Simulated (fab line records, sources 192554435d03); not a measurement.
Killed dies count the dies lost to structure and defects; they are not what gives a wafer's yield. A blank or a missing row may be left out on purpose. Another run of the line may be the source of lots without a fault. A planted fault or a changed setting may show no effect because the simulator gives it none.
Comparing a struck lot with a sound one + flow n5-finfet + 14 steps out of a route of 1938
Sound: wafers L219.1, L219.2, L219.3. Struck: wafer L224.2; the same lot's L224.1 was not struck, so it is left out; see the end for the cause.
Each step with rows lists, per side, the tool, then ch with its chambers, then its first start. Under that, the readings that differ: sound wafers + struck wafers + difference of the means + sigmas: that difference in standard deviations of wafers without a fault.
alike: readings with means less than 2 such deviations apart, plus words and numbers identical on both sides. not compared: withheld readings, readings lacking a value on some wafer, bounds such as >300 that could conceal the same value, and numbers that have no deviation in the record and whose values overlap.
The two part at a step that has a row with sigmas, a row that says differs or no value, or rows on one side only. Numbers that have no deviation but don't overlap get no sigmas and don't part them. Lack of a reading on every wafer of one side parts them only where that side has two or more wafers.

N5_BEOL_M5_SPUTTER_83: material Cu, target thk 15 nm, time 27.62 s.
  sound on pvd-sputter-03, day 9 09:26; struck on pvd-sputter-02, day 10 19:29
  alike: throttle-valve-pct
N5_BEOL_M5_ANNEAL_84: time 1800 s.
  sound on pvd-sputter-03, day 9 09:31; struck on pvd-sputter-02, day 10 19:34
| reading            | sound       | struck | difference | sigmas |
|--------------------|-------------|--------|------------|--------|
| heater-power-w (W) | 809 789 715 | 991    | +220       | +3     |
N5_BEOL_M5_SPUTTER_88: material Cu, target thk 15 nm, time 27.62 s.
  sound on pvd-sputter-03, day 9 10:31; struck on pvd-sputter-02, day 10 20:34
  alike: throttle-valve-pct
then, 3 steps without rows for these wafers: N5_BEOL_M5_ANNEAL_89 (time 1800 s); N5_BEOL_M5_SPUTTER_90 (material Cu, target thk 4.5 nm, time 8.29 s); N5_BEOL_M5_ECD_50 (material Cu, target thk 300 nm).
N5_BEOL_M5_ANNEAL_51: time 90 s.
  sound on rtp-anneal-01 ch 0, day 9 11:49; struck on rtp-anneal-01 ch 0, day 10 22:22
| reading          | sound                | struck | difference | sigmas |
|------------------|----------------------|--------|------------|--------|
| wafer_temp_C_max | 226.12 225.96 226.05 | 225.51 | -0.53      | -3     |
  alike: anneal-temp-c-max
N5_BEOL_M5_CMP_52: polishes, stops on SiCOH lowk, t overpolish 6.9 s, target thk 62 nm.
  sound on cmp-01 ch 0,1,2, day 9 12:07; struck on cmp-02 ch 2, day 10 22:41
  alike: barrier-field-endpoint-s, motor-current-A, overpolish-run-s, pad-life-wafers, platen-rpm, time-to-endpoint-s
N5_BEOL_M5_THK_MEAS_53: measures by xrf.
  sound on film-metro-02, day 9 12:25; struck on film-metro-02, day 10 22:59
  alike: M5_THK
then, 3 steps without rows for these wafers: N5_BEOL_M5_PRE_CLEAN_77 (time 15 s); N5_BEOL_M5_CO_CAP_78 (material Co, precursor CCTBA/H2, target thk 2 nm, time 102.1 s); N5_BEOL_M5_PRE_CLEAN_55 (time 15 s).
N5_BEOL_M5_DEP_56: deposits SiCN from 3MS/NH3, target thk 8 nm, time 14 s.
  sound on pecvd-04 ch 0,1,2, day 9 12:37; struck on pecvd-04 ch 0, day 10 23:11
| reading                                  | sound             | struck | difference | sigmas |
|------------------------------------------|-------------------|--------|------------|--------|
| showerhead-plenum-p-Torr (Torr)          | 3.656 3.634 3.658 | 3.674  | +0.025     | +2     |
| model.SiCN_of_BEOL_M5_DEP_56.thk-nm (nm) | 8 7.6 8           | 12.8   | +4.9       |        |
  alike: throttle-valve-pct
N5_BEOL_M5_RS_MEAS_57: the measuring method here is four-point-probe.
  sound on film-metro-01, day 9 12:41; struck on film-metro-02, day 10 23:15
  alike: M5_RS

## WHERE THEY PART
Earliest at N5_BEOL_M5_ANNEAL_84; latest, in this record, at N5_BEOL_M5_DEP_56. Later steps at which nothing parts them and some readings are alike: N5_BEOL_M5_RS_MEAS_57.

WHY: what the simulator had put in
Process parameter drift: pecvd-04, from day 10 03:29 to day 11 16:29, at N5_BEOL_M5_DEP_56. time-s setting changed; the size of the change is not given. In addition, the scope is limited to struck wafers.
